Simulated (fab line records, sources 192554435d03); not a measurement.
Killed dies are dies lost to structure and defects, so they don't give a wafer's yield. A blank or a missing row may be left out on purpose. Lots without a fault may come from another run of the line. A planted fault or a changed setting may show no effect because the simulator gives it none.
Split-lot experiment | flow n5_finfet | 7 lots, 21 wafers read, on a route of 1938 steps

THE SPLIT
At N5_BEOL_M11_COAT_63 (time 60 s, resist thk 100 nm), the setting spin_rpm was moved away from the recipe's 1500 rpm on 2 of the 21 wafers read, by -5.0% to +4.7%. The other wafers ran this setting at the recipe's value.

The reading is taken at the split's own step.

THE READING
SOC_of_BEOL_M11_COAT_63.thk_nm (the simulator's own value, which no gauge read), in nm, at N5_BEOL_M11_COAT_63 (time 60 s, resist thk 100 nm). The file gives no usual value for it. The 19 wafers here that ran the recipe average 99.9 nm, standard deviation 0.24 nm.

wafer  | tool, chamber at the split | spin_rpm as run, rpm | against the recipe | SOC_of_BEOL_M11_COAT_63.thk_nm, nm | against lot-mates on the recipe
L077.1 | litho_track-03, 0          | 1500                 | recipe             | 100                                | -
L077.2 | litho_track-03, 0          | 1500                 | recipe             | 100                                | -
L077.6 | litho_track-03, 0          | 1500                 | recipe             | 100                                | -
L080.1 | litho_track-03, 0          | 1500                 | recipe             | 99.4                               | -
L080.3 | litho_track-03, 0          | 1500                 | recipe             | 99.8                               | -
L080.4 | litho_track-03, 0          | 1500                 | recipe             | 99.8                               | -
L081.1 | litho_track-04, 0          | 1500                 | recipe             | 100.4                              | -
L081.4 | litho_track-04, 0          | 1500                 | recipe             | 100.4                              | -
L081.6 | litho_track-04, 0          | 1425                 | -5.0%              | 103.2                              | +2.8
L086.1 | litho_track-05, 0          | 1571                 | +4.7%              | 97.4                               | -2.4
L086.3 | litho_track-05, 0          | 1500                 | recipe             | 99.6                               | -
L086.5 | litho_track-05, 0          | 1500                 | recipe             | 100                                | -
L090.2 | litho_track-03, 0          | 1500                 | recipe             | 100                                | -
L090.3 | litho_track-03, 0          | 1500                 | recipe             | 100                                | -
L090.5 | litho_track-03, 0          | 1500                 | recipe             | 99.6                               | -
L092.2 | litho_track-05, 0          | 1500                 | recipe             | 99.8                               | -
L092.4 | litho_track-05, 0          | 1500                 | recipe             | 100                                | -
L092.6 | litho_track-05, 0          | 1500                 | recipe             | 100                                | -
L096.1 | litho_track-04, 0          | 1500                 | recipe             | 99.8                               | -
L096.6 | litho_track-04, 0          | 1500                 | recipe             | 99.8                               | -
L096.2 | litho_track-04, 0          | 1500                 | recipe             | 100                                | -

THE FIT
A straight line over all 21 wafers: SOC_of_BEOL_M11_COAT_63.thk_nm changes by -0.597 nm for each +1% of spin_rpm; r = -0.97; the points scatter about the line by 0.25 nm.
The same after taking each lot's own level away (the mean of its wafers on the recipe; 21 wafers): -0.535 nm for each +1%; r = -0.99; scatter 0.14 nm.
On that fit, the largest move of spin_rpm shifts the reading by 2.7 nm.
The lots' own levels span 99.67 to 100.40 nm, that is 3.1 times the standard deviation above.
So the lot-to-lot level changes the slope: the two fits differ.
Check: with one of the wafers moved furthest among these (-5.0%) left out of the fit, the line predicts +2.54 nm for it against its lot-mates. It came out at +2.8 nm against them.

OTHER SPLITS ON THESE WAFERS
These wafers also went through other splits before the reading. Each is held against what the fit with the lots' levels taken away leaves over:
other split on the same wafers | wafers away from the commonest value | r with SOC_of_BEOL_M11_COAT_63.thk_nm (lot level and that fit taken away)
N5_BEOL_M8_ILD_DEP_00 time_s   | 6                                    | +0.25
N5_BEOL_M8_ETCH_65 source_w    | 11                                   | -0.11
N5_BEOL_M10_ILD_DEP_00 time_s  | 9                                    | -0.06
N5_BEOL_M10_COAT_60 spin_rpm   | 9                                    | -0.24
N5_BEOL_M10_ETCH_62 time_s     | 8                                    | +0.31
N5_BEOL_M10_COAT_64 spin_rpm   | 5                                    | -0.15

THE FILE'S OWN FIT
SOC_of_BEOL_M11_COAT_63.thk_nm changes by -0.535 nm for each +1% of spin_rpm, r = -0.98.
